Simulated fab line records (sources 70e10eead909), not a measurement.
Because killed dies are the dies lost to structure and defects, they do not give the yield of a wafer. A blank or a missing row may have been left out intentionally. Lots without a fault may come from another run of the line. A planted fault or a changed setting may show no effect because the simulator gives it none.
Problem report in the 8D (eight disciplines) form, filled by code :: flow nand harc :: the parts of the form that need people (team, actions taken, sign-off) are left out

## 1. WHAT IS WRONG
NHARC_P_M1_THK_MEAS_24, thk nm: mean 137.1 nm over 1 wafer from 1 lot; wafers with no fault: 157.8 nm, standard deviation 1.5. Relative to the usual mean, that is a shift of -14 standard deviations.
The step: measures by xrf.
The first sign was on wafer L451.2 at day 7 23:00, on film metro-01. The record holds 39 wafers of 13 lots with a number at this step. Rule for "out" (also "out of limits"): further than 4 standard deviations from the usual mean. Any other wafer with a number is counted as sound.

## 2. WHAT IT IS AND WHAT IT IS NOT
question: which readings at this step
is: thk nm
is not: -

question: which lots
is: L451
is not: L444, L445, L446, L447, L448, L450, L462, L463, L464, L465, L466, L467

question: which wafers of those lots
is: L451.2
is not: L451.1, L451.4

question: read on which gauges
is: film metro-01
is not: film metro-02

question: when
is: from day 7 23:00
is not: up to then (20 sound wafers); but 18 sound wafers of L462, L463, L464, L465, L466, L467 came after

## 3. THE SUSPECTS, EACH WITH WHAT RULES IT OUT
Counting: if a tool at a process step up to the reading ran every lot that is out, it stays a suspect. Sound lots after the first of them don't rule it out here, since some wafers of a struck lot are sound.
- the gauge at NHARC_P_M1_THK_MEAS_24 is ruled out. All the wafers that are out were read on film metro-01, but those of them that NHARC_P_M1_CMP_23 has rows for are out there too, on other tools.
- rie diel-11 at NHARC_P_M1_ETCH_35 (etches the open film in N2/H2, target depth 40 nm, overetch 12 nm, time 43.94 s): kept. L451, the lot that is out, went through it at day 7 20:20; up to then, the latest sound lot through it was L446 at day 6 19:05.
- pvd sputter-02 at NHARC_P_M1_DEGAS_29 (time 60 s): kept. It ran the lot that is out, L451 (day 7 21:17).
- pvd sputter-02 at NHARC_P_M1_PVD_21 (deposits Cu, target thk 30 nm, time 20.49 s): kept. It ran the lot that is out, L451 (day 7 21:38). NHARC_P_M1_PVD_21 gives no start for some lots, so the hours and the order of its lots are those of NHARC_P_M1_ECD_22.
- ecd cu-01 at NHARC_P_M1_ECD_22 (material Cu, target thk 400 nm): kept. L451, the lot that is out, went through it at day 7 21:38; up to then, the latest sound lot through it was L448 at day 7 06:46.
- cmp-03 at NHARC_P_M1_CMP_23 (polishes, t overpolish 20 s, target thk 157.82 nm): kept. L451, the lot that is out, went through it at day 7 22:41; up to then, the latest sound lot through it was L450 at day 7 06:46. On those wafers its own readings are out: time to endpoint s.
- In rie diel-11 at NHARC_P_M1_ETCH_35, the wafers that are out were processed in chamber 0 and their sound lot-mates in chambers 1, 2.
- In cmp-03 at NHARC_P_M1_CMP_23, the wafers that are out were processed in chamber 0 and their sound lot-mates in chambers 2, 3.
Left after counting: rie diel-11 at NHARC_P_M1_ETCH_35, pvd sputter-02 at NHARC_P_M1_DEGAS_29, pvd sputter-02 at NHARC_P_M1_PVD_21, ecd cu-01 at NHARC_P_M1_ECD_22, cmp-03 at NHARC_P_M1_CMP_23.

## 4. THE CAUSE (what the simulator had put in)
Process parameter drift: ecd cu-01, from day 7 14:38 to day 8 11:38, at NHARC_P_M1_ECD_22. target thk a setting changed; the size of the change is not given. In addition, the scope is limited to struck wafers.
This tool is one of the 5 suspects left after counting.

## 5. THE CHAIN OF EFFECTS, in route order
Each row: a reading where the mean over the struck wafers with a number is more than 3 standard deviations away from the usual. Scope: only readings with a usual standard deviation given in the record; hours: median across lots of the time from each lot's start at the first step in this table that gives one to its start at this step; sigmas: change in usual standard deviations.
hours: 0
step: NHARC_P_M1_CMP_23
reading: time to endpoint s
usual: 28.7 s
on struck wafers: 7.3
change: -21.4
sigmas: -7.1

hours: 0
step: NHARC_P_M1_THK_MEAS_24
reading: thk nm
usual: 157.8 nm
on struck wafers: 137.1
change: -20.7
sigmas: -14
It contains these process steps:
- NHARC_P_M1_CMP_23: polishes, t overpolish 20 s, target thk 157.82 nm.

## 6. WHAT WOULD HAVE CAUGHT IT SOONER
In this record the first reading out of limits at a measuring or inspecting step was taken at day 7 23:00, 8 hours after the fault began at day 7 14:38.
By day 7 23:00 the whole set of lots that are out, 1 in number, had already begun NHARC_P_M1_ECD_22 on ecd cu-01. Had the tool been put on hold then, not one of them would have been saved.
